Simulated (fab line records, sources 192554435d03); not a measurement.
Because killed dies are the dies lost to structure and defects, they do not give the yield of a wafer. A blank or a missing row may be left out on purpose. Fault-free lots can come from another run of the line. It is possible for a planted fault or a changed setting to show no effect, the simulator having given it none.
Matching of chambers + flow n5 finfet + N5_BEOL_M10_PECVD_70 on pecvd-02 has 3 sister chambers
The step deposits SiO2 from TEOS/O2, target thk 20 nm, time 22.7 s. 3 wafers are shown with their chamber, then 9 later ones without.

== WAFERS, EACH WITH ITS CHAMBER ==
| wafer  | chamber | throttle valve pct (%) |
|--------|---------|------------------------|
| L091.1 | 2       | 21.3                   |
| L091.2 | 0       | 22.9                   |
| L091.3 | 1       | 22.6                   |

== WAFERS WITHOUT THEIR CHAMBER ==
| wafer  | throttle valve pct (%) |
|--------|------------------------|
| L093.1 | 21.1                   |
| L093.2 | 22.9                   |
| L093.4 | 23.0                   |
| L095.2 | 21.1                   |
| L095.4 | 23.4                   |
| L095.6 | 21.3                   |
| L097.1 | 22.5                   |
| L097.2 | 21.6                   |
| L097.5 | 21.3                   |

== WHICH CHAMBER EACH WENT THROUGH ==
| wafer  | from the rows above     | in truth |
|--------|-------------------------|----------|
| L093.1 | 2                       | 2        |
| L093.2 | can't be placed: 0 or 1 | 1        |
| L093.4 | can't be placed: 0 or 1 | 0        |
| L095.2 | 2                       | 2        |
| L095.4 | can't be placed: 0 or 1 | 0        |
| L095.6 | 2                       | 2        |
| L097.1 | can't be placed: 1 or 0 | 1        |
| L097.2 | 2                       | 2        |
| L097.5 | 2                       | 2        |
5 of 9 placed correctly. Unplaceable from these rows: 4, with the true chamber sitting among the candidates in 4. Number placed wrongly: 0.
How it was worked out, from the rows above alone: a wafer's distance from a chamber is the root of the sum, over the readings, of the square of ((its reading less the chamber's mean) divided by the reading's scatter). The wafer belongs to the nearest chamber; if the next one is less than 2 further off, it can't be placed. For every chamber, the mean is computed from those of its wafers that are shown. The scatter: root of mean squared gap, hidden wafer to nearest shown wafer, with one shown wafer a chamber.
